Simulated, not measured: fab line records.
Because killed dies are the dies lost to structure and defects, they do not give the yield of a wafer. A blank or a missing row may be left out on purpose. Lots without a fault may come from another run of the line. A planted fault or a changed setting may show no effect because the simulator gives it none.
Split-lot experiment || flow n5-finfet || on a route of 1938 steps: 7 lots, 21 wafers read

== THE SPLIT ITSELF ==
At N5_BEOL_M6_EXPOSE_08 (exposes mask M6), the setting dose-mj was moved away from the recipe's 68.25 on 7 of the 21 wafers read, by -6.9% to +7.2%. All remaining wafers had this setting at the recipe value.

== FROM THE SPLIT TO THE READING: what the file shows between them, 15 steps ==
- N5_BEOL_M6_PEB_09: peb time 60 s
- N5_BEOL_M6_DEVELOP_10: develop time 30 s
- N5_BEOL_M6_CD_MEAS_11: target cd 38.5 nm
- N5_BEOL_M6_DESCUM_16: chemistry O2, time 7.9 s
- N5_BEOL_M6_ETCH_61: etches SiARC in CF4, target depth 45.5 nm, time 75.8 s
- N5_BEOL_M6_ETCH_62: etches SOC in N2/H2, target depth 110 nm, overetch 22 nm, time 165 s
- N5_BEOL_M6_STRIP_68: strips in N2/H2
- N5_BEOL_M6_STRIP_67: strips in CF4
- N5_BEOL_M6_HM_OPEN_17: chemistry Cl2/BCl3, target TiN, target depth 20 nm, overetch 6 nm
- N5_BEOL_M6_STRIP_19: strips in O2
- N5_BEOL_M6_CD_MEAS_18: pitch 80 nm, target cd 40 nm
- N5_BEOL_M6_COAT_63: time 60 s, resist thk 60 nm
- N5_BEOL_M6_COAT_64: time 60 s, resist thk 12 nm
- N5_BEOL_M6_PRECLEAN_42: cleans in residue remover, time 60 s
- N5_BEOL_M6_SRD_43: time 30 s

== THE READING ==
cd-nm, in nm, at N5_BEOL_M6_CD_MEAS_35 (target cd 40 nm, target cd y 28 nm). Fault-free wafers of this fab line usually give 40.0 nm, standard deviation 0.44 nm.

{"wafer": "L076.2", "tool, chamber at the split": "arfi-scanner-02, 0", "dose-mj as run": 63.56, "against the recipe": "-6.9%", "cd-nm, nm": 36.8, "against lot-mates on the recipe": -4.2}
{"wafer": "L076.4", "tool, chamber at the split": "arfi-scanner-02, 0", "dose-mj as run": 68.25, "against the recipe": "recipe", "cd-nm, nm": 40.9, "against lot-mates on the recipe": "-"}
{"wafer": "L076.6", "tool, chamber at the split": "arfi-scanner-02, 0", "dose-mj as run": 68.25, "against the recipe": "recipe", "cd-nm, nm": 41.0, "against lot-mates on the recipe": "-"}
{"wafer": "L081.2", "tool, chamber at the split": "arfi-scanner-03, 0", "dose-mj as run": 72.2, "against the recipe": "+5.8%", "cd-nm, nm": 42.2, "against lot-mates on the recipe": "+2.3"}
{"wafer": "L081.3", "tool, chamber at the split": "arfi-scanner-03, 0", "dose-mj as run": 68.25, "against the recipe": "recipe", "cd-nm, nm": 39.9, "against lot-mates on the recipe": "-"}
{"wafer": "L081.5", "tool, chamber at the split": "arfi-scanner-03, 0", "dose-mj as run": 72.2, "against the recipe": "+5.8%", "cd-nm, nm": 43.0, "against lot-mates on the recipe": "+3.1"}
{"wafer": "L083.2", "tool, chamber at the split": "arfi-scanner-01, 0", "dose-mj as run": 68.25, "against the recipe": "recipe", "cd-nm, nm": 39.6, "against lot-mates on the recipe": "-"}
{"wafer": "L083.5", "tool, chamber at the split": "arfi-scanner-01, 0", "dose-mj as run": 68.25, "against the recipe": "recipe", "cd-nm, nm": 39.5, "against lot-mates on the recipe": "-"}
{"wafer": "L083.6", "tool, chamber at the split": "arfi-scanner-01, 0", "dose-mj as run": 68.25, "against the recipe": "recipe", "cd-nm, nm": 39.6, "against lot-mates on the recipe": "-"}
{"wafer": "L084.1", "tool, chamber at the split": "arfi-scanner-01, 0", "dose-mj as run": 68.25, "against the recipe": "recipe", "cd-nm, nm": 40.6, "against lot-mates on the recipe": "-"}
{"wafer": "L084.2", "tool, chamber at the split": "arfi-scanner-01, 0", "dose-mj as run": 68.25, "against the recipe": "recipe", "cd-nm, nm": 40.2, "against lot-mates on the recipe": "-"}
{"wafer": "L084.5", "tool, chamber at the split": "arfi-scanner-01, 0", "dose-mj as run": 73.19, "against the recipe": "+7.2%", "cd-nm, nm": 43.9, "against lot-mates on the recipe": "+3.5"}
{"wafer": "L087.1", "tool, chamber at the split": "arfi-scanner-02, 0", "dose-mj as run": 68.25, "against the recipe": "recipe", "cd-nm, nm": 40.0, "against lot-mates on the recipe": "-"}
{"wafer": "L087.4", "tool, chamber at the split": "arfi-scanner-02, 0", "dose-mj as run": 68.25, "against the recipe": "recipe", "cd-nm, nm": 40.1, "against lot-mates on the recipe": "-"}
{"wafer": "L087.6", "tool, chamber at the split": "arfi-scanner-02, 0", "dose-mj as run": 66.28, "against the recipe": "-2.9%", "cd-nm, nm": 38.6, "against lot-mates on the recipe": -1.4}
{"wafer": "L097.2", "tool, chamber at the split": "arfi-scanner-01, 0", "dose-mj as run": 71.25, "against the recipe": "+4.4%", "cd-nm, nm": 42.1, "against lot-mates on the recipe": "+2.3"}
{"wafer": "L097.4", "tool, chamber at the split": "arfi-scanner-01, 0", "dose-mj as run": 68.25, "against the recipe": "recipe", "cd-nm, nm": 39.8, "against lot-mates on the recipe": "-"}
{"wafer": "L097.6", "tool, chamber at the split": "arfi-scanner-01, 0", "dose-mj as run": 71.25, "against the recipe": "+4.4%", "cd-nm, nm": 42.1, "against lot-mates on the recipe": "+2.3"}
{"wafer": "L096.1", "tool, chamber at the split": "arfi-scanner-01, 0", "dose-mj as run": 68.25, "against the recipe": "recipe", "cd-nm, nm": 40.1, "against lot-mates on the recipe": "-"}
{"wafer": "L096.5", "tool, chamber at the split": "arfi-scanner-01, 0", "dose-mj as run": 68.25, "against the recipe": "recipe", "cd-nm, nm": 40.5, "against lot-mates on the recipe": "-"}
{"wafer": "L096.6", "tool, chamber at the split": "arfi-scanner-01, 0", "dose-mj as run": 68.25, "against the recipe": "recipe", "cd-nm, nm": 40.4, "against lot-mates on the recipe": "-"}

FIT RESULTS
A straight line over all 21 wafers: cd-nm changes by +0.472 nm for each +1% of dose-mj; r = +0.96; the points scatter about the line by 0.43 nm.
The same after taking each lot's own level away (the mean of its wafers on the recipe; 21 wafers): +0.518 nm for each +1%; r = +0.99; scatter 0.23 nm.
On that fit, the largest move of dose-mj shifts the reading by 3.8 nm.
Measured against the standard deviation above, the lots' own levels, which go from 39.57 to 40.95 nm, span 3.1 times it.
Consequently the slope shifts little with the lot-to-lot level, the two slopes agreeing.
Check: with one of the wafers moved furthest among these (+7.2%) left out of the fit, the line predicts +3.75 nm for it against its lot-mates. Against them it came out at +3.5 nm.

== THE WHOLE CHAIN: every reading that the file lists as answering this split, in the file's order ==
{"step": "N5_BEOL_M6_CD_MEAS_11", "what it does": "target cd 38.5 nm", "reading": "cd-nm", "change (the file's fit)": "+0.475 nm for each +1% of the setting", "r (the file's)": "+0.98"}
{"step": "N5_BEOL_M6_ETCH_61", "what it does": "etches SiARC in CF4, target depth 45.5 nm, time 75.8 s", "reading": "BEOL_M6.cd-offset-nm (the simulator's own value, which no gauge read)", "change (the file's fit)": "+0.491 nm for each +1% of the setting", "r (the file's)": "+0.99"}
{"step": "N5_BEOL_M6_HM_OPEN_17", "what it does": "chemistry Cl2/BCl3, target TiN, target depth 20 nm, overetch 6 nm", "reading": "BEOL_M6.cd-offset-nm (the simulator's own value, which no gauge read)", "change (the file's fit)": "+0.496 nm for each +1% of the setting", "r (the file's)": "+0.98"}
{"step": "N5_BEOL_M6_CD_MEAS_18", "what it does": "pitch 80 nm, target cd 40 nm", "reading": "cd-nm", "change (the file's fit)": "+0.514 nm for each +1% of the setting", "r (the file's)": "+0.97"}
{"step": "N5_BEOL_M6_CD_MEAS_35", "what it does": "target cd 40 nm, target cd y 28 nm", "reading": "cd-nm", "change (the file's fit)": "+0.52 nm for each +1% of the setting", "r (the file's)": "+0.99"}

== FILE'S OWN FIT ==
cd-nm changes by +0.52 nm for each +1% of dose-mj, r = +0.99.
